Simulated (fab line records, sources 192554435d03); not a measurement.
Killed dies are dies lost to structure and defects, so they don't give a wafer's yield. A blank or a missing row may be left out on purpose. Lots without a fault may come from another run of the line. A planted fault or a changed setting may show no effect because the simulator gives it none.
A struck lot beside a sound one | flow n5_finfet | 40 steps out of a route of 1938
Sound: wafers L876.1, L876.4, L876.5. Struck: wafer L885.4. (L885.1, L885.2 of the same lot were not struck and are left out.) The cause comes at the end.
At each step with rows: each side's tool, then ch and its chambers, then its first start. Under that, the readings that differ: sound wafers | struck wafers | difference of the means | sigmas: that difference in standard deviations of wafers without a fault.
alike: readings whose means differ by less than 2 such deviations, and words and numbers that are the same on both sides. not compared: withheld readings, readings that some wafer has no value for, bounds like >300 that may hide the same value, and numbers for which the record gives no deviation and whose values overlap.
The two part at a step that has a row with sigmas, a row that says differs or no value, or rows on one side only. Numbers that don't overlap but have no deviation are shown without sigmas and don't part them. A reading that every wafer of one side lacks parts them only if that side has two wafers or more.

first, 4 steps without rows for these wafers: N5_HKMG_FIN_STRIP_19 (strips in N2/H2, time 360 s); N5_HKMG_FIN_ALD_91 (deposits TiN, target thk 1 nm, pulse time 1 s, purge time 3 s); N5_HKMG_FIN_COAT_85 (time 60 s, resist thk 300 nm); N5_HKMG_FIN_ETCH_86 (etches SOC in N2/H2, stops on TiN, target depth 393.2 nm).
N5_HKMG_FIN_STRIP_89: strips SOC in N2/H2, time 20 s.
  sound on rie_diel-04 ch 0,1, day 4 15:57; struck on rie_diel-04 ch 3, day 7 04:10
  reading                         | sound          | struck | difference | sigmas
  drypump_motor_current_A (A)     | 6.7 5.7 5.6    | 4.9    | -1.1       | -2
  showerhead_plenum_p_Torr (Torr) | 3.54 3.37 3.37 | 3.26   | -0.17      | -3
  alike: n2_flow_sccm, oes_product_au, rf_vpp_V, throttle_valve_pct
  not compared: rf_hours_counter_h
then, 6 steps without rows for these wafers: N5_HKMG_FIN_WET_ETCH_87 (etches TiN in SC1, time 154.2 s, target depth 4.7 nm, rinse time 30 s); N5_HKMG_FIN_STRIP_88 (strips in N2/H2, time 360 s); N5_HKMG_FIN_NWFM_ALD_20 (deposits TiAlC, target thk 2 nm, pulse time 3 s, purge time 2 s); N5_HKMG_FIN_ALD_71 (deposits TiN, target thk 1 nm, pulse time 1 s, purge time 3 s); N5_HKMG_FIN_COAT_66 (time 60 s, resist thk 300 nm); N5_HKMG_FIN_ETCH_67 (etches SOC in N2/H2, stops on TiN, target depth 388.9 nm).
N5_HKMG_FIN_STRIP_90: strips SOC in N2/H2, time 20 s.
  sound on rie_diel-01 ch 0,2, day 4 17:01; struck on rie_diel-05 ch 1, day 7 05:15
  alike: drypump_motor_current_A, n2_flow_sccm, oes_product_au, rf_vpp_V, showerhead_plenum_p_Torr, throttle_valve_pct
  not compared: rf_hours_counter_h
N5_HKMG_FIN_WET_ETCH_73: etches the open film in SC1, time 42.3 s, target depth 1.3 nm, rinse time 30 s.
  sound on wet_bench-01 ch 0,3,7, day 4 17:07; struck on wet_bench-03 ch 4, day 7 05:21
  reading               | sound          | struck | difference | sigmas
  bath_guard_temp_C (C) | 50.1 49.8 49.2 | 50.9   | +1.2       | +3
  alike: nh4oh_flow_mL_min, rinse_temp_c
then, 7 steps without rows for these wafers: N5_HKMG_FIN_ETCHBACK_68 (etches the open film in Cl2/Ar, stops on HfO2, target depth 0.5 nm); N5_HKMG_FIN_STRIP_69 (strips in N2/H2, time 360 s); N5_HKMG_FIN_ALD_21 (deposits TiN, target thk 1.5 nm, pulse time 1 s, purge time 3 s); N5_HKMG_FIN_ALD_72 (deposits W, target thk 2 nm, pulse time 1 s, purge time 2 s); N5_HKMG_FIN_W_FILL_22 (material W, target thk 60 nm, time 18.2 s); N5_HKMG_FIN_PRECLEAN_83 (cleans in DIW, time 57.5 s); N5_HKMG_FIN_SRD_84 (dry time 32 s).
N5_HKMG_FIN_CMP_23: polishes, stops on SiNx, t overpolish 10 s, target thk 46.326 nm.
  sound on cmp-01 ch 1,3, day 4 18:21; struck on cmp-02 ch 1, day 7 06:41
  alike: edge_zone_pressure_frac, motor_current_A, overpolish_run_s, time_to_endpoint_s
  not compared: pad_life_wafers
then, 1 step without rows for these wafers: N5_HKMG_FIN_CMP_94 (polishes, stops on SiNx, t overpolish 4.7 s, target thk 43.299 nm).
N5_GATE_CUT_ETCHBACK_00: etches W in SF6/Cl2.
  sound on rie_metal-01 ch 0, day 4 19:06; struck on rie_metal-03 ch 1, day 7 07:21
  reading               | sound          | struck | difference | sigmas
  oes_product_au (a.u.) | 0.64 0.64 0.64 | 0.87   | +0.23      | +2
  alike: drypump_motor_current_A, mfc_cl2_sccm, throttle_valve_pct
  not compared: rf_hours_counter_h
then, 1 step without rows for these wafers: N5_GATE_CUT_ETCH_56 (etches TiN in Cl2/Ar, target depth 21.6 nm).
N5_GATE_CUT_ETCHBACK_30: etches TiN in Cl2/Ar, target depth 3 nm.
  sound on rie_metal-01 ch 0, day 4 19:19; struck on rie_metal-03 ch 1, day 7 07:46
  reading                | sound             | struck | difference | sigmas
  mfc_cl2_sccm (sccm)    | 40.07 40.05 40.06 | 39.68  | -0.38      | -3
  oes_product_au (a.u.)  | 0.63 0.62 0.63    | 0.89   | +0.26      | +3
  throttle_valve_pct (%) | 20.82 20.82 20.84 | 20.54  | -0.29      | -2
  alike: drypump_motor_current_A
  not compared: rf_hours_counter_h
then, 14 steps without rows for these wafers: N5_GATE_CUT_VAPOR_ETCH_60 (etches HfO2 in BCl3/Cl2); N5_GATE_CUT_ETCH_58 (etches SiNx in CH3F/O2, target depth 17 nm, time 128.6 s); N5_GATE_CUT_STRIP_59 (strips in N2/H2, time 20 s); N5_GATE_CUT_PRECLEAN_31 (cleans in DIW, time 300 s); N5_GATE_CUT_SRD_32 (time 30 s); N5_GATE_CUT_SAC_CAP_01 (material SiNx, target thk 24 nm, pulse time 1 s, ald cycles 480); N5_GATE_CUT_PECVD_57 (deposits SiNx from SiH4/NH3/N2, target thk 21 nm); N5_GATE_CUT_CMP_02 (polishes, stops on SiO2, t overpolish 12.7 s, target thk 0 nm); N5_GATE_CUT_HM_DEP_46 (deposits SiO2 from TEOS/O2, target thk 130 nm, time 26.6 s); N5_GATE_CUT_COAT_34 (time 60 s, resist thk 60 nm); N5_GATE_CUT_COAT_35 (time 60 s, resist thk 10 nm); N5_GATE_CUT_COAT_27 (time 60 s, resist thk 10 nm); N5_GATE_CUT_COAT_07 (resist thk 30 nm); N5_GATE_CUT_EBR_09.
-- the record jumps here: 9 days lie between the struck wafers' starts before and after (it left off in module GATE_CUT and takes up again in module PASSIVATION, whose first step shown is number 1936 of the route) --
N5_PASSIVATION_PROBE_49:
  the record has rows for the struck wafers here (prober-01, day 16 02:18) and none for the sound ones

WHERE THEY PART
First at N5_HKMG_FIN_STRIP_89; last, within this record, at N5_PASSIVATION_PROBE_49.

WHY: what the simulator had put in
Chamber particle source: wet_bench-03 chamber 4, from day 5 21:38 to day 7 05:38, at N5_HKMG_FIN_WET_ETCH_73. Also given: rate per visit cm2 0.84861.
